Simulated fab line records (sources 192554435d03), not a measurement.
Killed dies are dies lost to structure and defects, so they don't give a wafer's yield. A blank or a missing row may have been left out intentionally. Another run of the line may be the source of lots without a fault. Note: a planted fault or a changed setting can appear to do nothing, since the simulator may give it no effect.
Split-lot trial :: flow n5Finfet :: 7 lots, 21 wafers read, on a route of 1938 steps

## SPLIT DETAILS
At N5_BEOL_M3_COAT_22 (resist thk 30 nm), the setting spinRpm was moved away from the recipe's 1500 rpm on 4 of the 21 wafers read, by -10.4% to +6.9%. This setting was run at the recipe's value on the other wafers.

## FROM THE SPLIT TO THE READING: what the file shows between them, 5 steps
- N5_BEOL_M3_EBR_24
- N5_BEOL_M3_SOFTBAKE_23: time 60 s
- N5_BEOL_M3_EXPOSE_25: exposes mask V2, defocus 5 nm
- N5_BEOL_M3_PEB_26: peb time 60 s
- N5_BEOL_M3_DEVELOP_27: develop time 30 s

## THE READING
CAR-EUV_of_BEOL_M3_COAT_22.thkNm (the simulator's own value, which no gauge read), in nm, at N5_BEOL_M3_DESCUM_33 (chemistry O2, time 7 s). No usual value for it is given in the file. Here, 17 wafers ran the recipe; their average is 26.1 nm with a standard deviation of 0.13 nm.

wafer: L076.1
tool, chamber at the split: lithoTrack-02, 0
spinRpm as run, rpm: 1500
against the recipe: recipe
CAR-EUV_of_BEOL_M3_COAT_22.thkNm, nm: 26.2
against lot-mates on the recipe: -

wafer: L076.5
tool, chamber at the split: lithoTrack-02, 0
spinRpm as run, rpm: 1500
against the recipe: recipe
CAR-EUV_of_BEOL_M3_COAT_22.thkNm, nm: 26.2
against lot-mates on the recipe: -

wafer: L076.3
tool, chamber at the split: lithoTrack-02, 0
spinRpm as run, rpm: 1390
against the recipe: -7.3%
CAR-EUV_of_BEOL_M3_COAT_22.thkNm, nm: 27.4
against lot-mates on the recipe: +1.2

wafer: L088.2
tool, chamber at the split: lithoTrack-02, 0
spinRpm as run, rpm: 1500
against the recipe: recipe
CAR-EUV_of_BEOL_M3_COAT_22.thkNm, nm: 25.8
against lot-mates on the recipe: -

wafer: L088.4
tool, chamber at the split: lithoTrack-02, 0
spinRpm as run, rpm: 1500
against the recipe: recipe
CAR-EUV_of_BEOL_M3_COAT_22.thkNm, nm: 25.8
against lot-mates on the recipe: -

wafer: L088.3
tool, chamber at the split: lithoTrack-02, 0
spinRpm as run, rpm: 1500
against the recipe: recipe
CAR-EUV_of_BEOL_M3_COAT_22.thkNm, nm: 26
against lot-mates on the recipe: -

wafer: L089.2
tool, chamber at the split: lithoTrack-05, 0
spinRpm as run, rpm: 1500
against the recipe: recipe
CAR-EUV_of_BEOL_M3_COAT_22.thkNm, nm: 26
against lot-mates on the recipe: -

wafer: L089.4
tool, chamber at the split: lithoTrack-05, 0
spinRpm as run, rpm: 1500
against the recipe: recipe
CAR-EUV_of_BEOL_M3_COAT_22.thkNm, nm: 26
against lot-mates on the recipe: -

wafer: L089.3
tool, chamber at the split: lithoTrack-05, 0
spinRpm as run, rpm: 1500
against the recipe: recipe
CAR-EUV_of_BEOL_M3_COAT_22.thkNm, nm: 26.2
against lot-mates on the recipe: -

wafer: L091.1
tool, chamber at the split: lithoTrack-04, 0
spinRpm as run, rpm: 1500
against the recipe: recipe
CAR-EUV_of_BEOL_M3_COAT_22.thkNm, nm: 26
against lot-mates on the recipe: -

wafer: L091.4
tool, chamber at the split: lithoTrack-04, 0
spinRpm as run, rpm: 1500
against the recipe: recipe
CAR-EUV_of_BEOL_M3_COAT_22.thkNm, nm: 26
against lot-mates on the recipe: -

wafer: L091.6
tool, chamber at the split: lithoTrack-04, 0
spinRpm as run, rpm: 1500
against the recipe: recipe
CAR-EUV_of_BEOL_M3_COAT_22.thkNm, nm: 26.2
against lot-mates on the recipe: -

wafer: L092.1
tool, chamber at the split: lithoTrack-02, 0
spinRpm as run, rpm: 1500
against the recipe: recipe
CAR-EUV_of_BEOL_M3_COAT_22.thkNm, nm: 26
against lot-mates on the recipe: -

wafer: L092.3
tool, chamber at the split: lithoTrack-02, 0
spinRpm as run, rpm: 1500
against the recipe: recipe
CAR-EUV_of_BEOL_M3_COAT_22.thkNm, nm: 26
against lot-mates on the recipe: -

wafer: L092.6
tool, chamber at the split: lithoTrack-02, 0
spinRpm as run, rpm: 1500
against the recipe: recipe
CAR-EUV_of_BEOL_M3_COAT_22.thkNm, nm: 26
against lot-mates on the recipe: -

wafer: L095.1
tool, chamber at the split: lithoTrack-04, 0
spinRpm as run, rpm: 1344
against the recipe: -10.4%
CAR-EUV_of_BEOL_M3_COAT_22.thkNm, nm: 27.6
against lot-mates on the recipe: +1.4

wafer: L095.6
tool, chamber at the split: lithoTrack-04, 0
spinRpm as run, rpm: 1344
against the recipe: -10.4%
CAR-EUV_of_BEOL_M3_COAT_22.thkNm, nm: 27.6
against lot-mates on the recipe: +1.4

wafer: L095.4
tool, chamber at the split: lithoTrack-04, 0
spinRpm as run, rpm: 1500
against the recipe: recipe
CAR-EUV_of_BEOL_M3_COAT_22.thkNm, nm: 26.2
against lot-mates on the recipe: -

wafer: L096.1
tool, chamber at the split: lithoTrack-05, 0
spinRpm as run, rpm: 1500
against the recipe: recipe
CAR-EUV_of_BEOL_M3_COAT_22.thkNm, nm: 26.2
against lot-mates on the recipe: -

wafer: L096.3
tool, chamber at the split: lithoTrack-05, 0
spinRpm as run, rpm: 1500
against the recipe: recipe
CAR-EUV_of_BEOL_M3_COAT_22.thkNm, nm: 26.2
against lot-mates on the recipe: -

wafer: L096.4
tool, chamber at the split: lithoTrack-05, 0
spinRpm as run, rpm: 1603
against the recipe: +6.9%
CAR-EUV_of_BEOL_M3_COAT_22.thkNm, nm: 25.2
against lot-mates on the recipe: -1.0

FIT RESULTS
A straight line over all 21 wafers: CAR-EUV_of_BEOL_M3_COAT_22.thkNm changes by -0.149 nm for each +1% of spinRpm; r = -0.97; the points scatter about the line by 0.14 nm.
The same after taking each lot's own level away (the mean of its wafers on the recipe; 21 wafers): -0.141 nm for each +1%; r = -0.99; scatter 0.079 nm.
The reading moves by 1.5 nm for the largest change in spinRpm, on that fit.
The lots' own levels span 25.87 to 26.20 nm, that is 2.5 times the standard deviation above.
The two slopes are in agreement: the lot-to-lot level therefore moves the slope only a little.
Check: +1.5 nm against its lot-mates is what the line predicts for one of the wafers moved furthest among these (-10.4%) when that wafer is left out of the fit. It came out at +1.4 nm against them.

## ADDITIONAL SPLITS CARRIED BY THESE WAFERS
Note: prior to the reading, these wafers also went through further splits. Each is held against what the fit with the lots' levels taken away leaves over:
other split on the same wafers: N5_BEOL_M2_TRENCH_ETCH_37 biasW
wafers away from the commonest value: 6
r with CAR-EUV_of_BEOL_M3_COAT_22.thkNm (lot level and that fit taken away): -0.07

other split on the same wafers: N5_BEOL_M3_COAT_67 spinRpm
wafers away from the commonest value: 6
r with CAR-EUV_of_BEOL_M3_COAT_22.thkNm (lot level and that fit taken away): +0.10

## THE WHOLE CHAIN: every reading that the file lists as answering this split, in the file's order
step: N5_BEOL_M3_COAT_22
what it does: resist thk 30 nm
reading: CAR-EUV_of_BEOL_M3_COAT_22.thkNm (the simulator's own value, which no gauge read)
change (the file's fit): -0.162 nm for each +1% of the setting
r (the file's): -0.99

step: N5_BEOL_M3_DEVELOP_27
what it does: develop time 30 s
reading: CAR-EUV_of_BEOL_M3_COAT_22.thkNm (the simulator's own value, which no gauge read)
change (the file's fit): -0.155 nm for each +1% of the setting
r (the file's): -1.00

step: N5_BEOL_M3_DESCUM_33
what it does: chemistry O2, time 7 s
reading: CAR-EUV_of_BEOL_M3_COAT_22.thkNm (the simulator's own value, which no gauge read)
change (the file's fit): -0.145 nm for each +1% of the setting
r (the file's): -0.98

## FILE'S OWN FIT
CAR-EUV_of_BEOL_M3_COAT_22.thkNm changes by -0.145 nm for each +1% of spinRpm, r = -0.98.
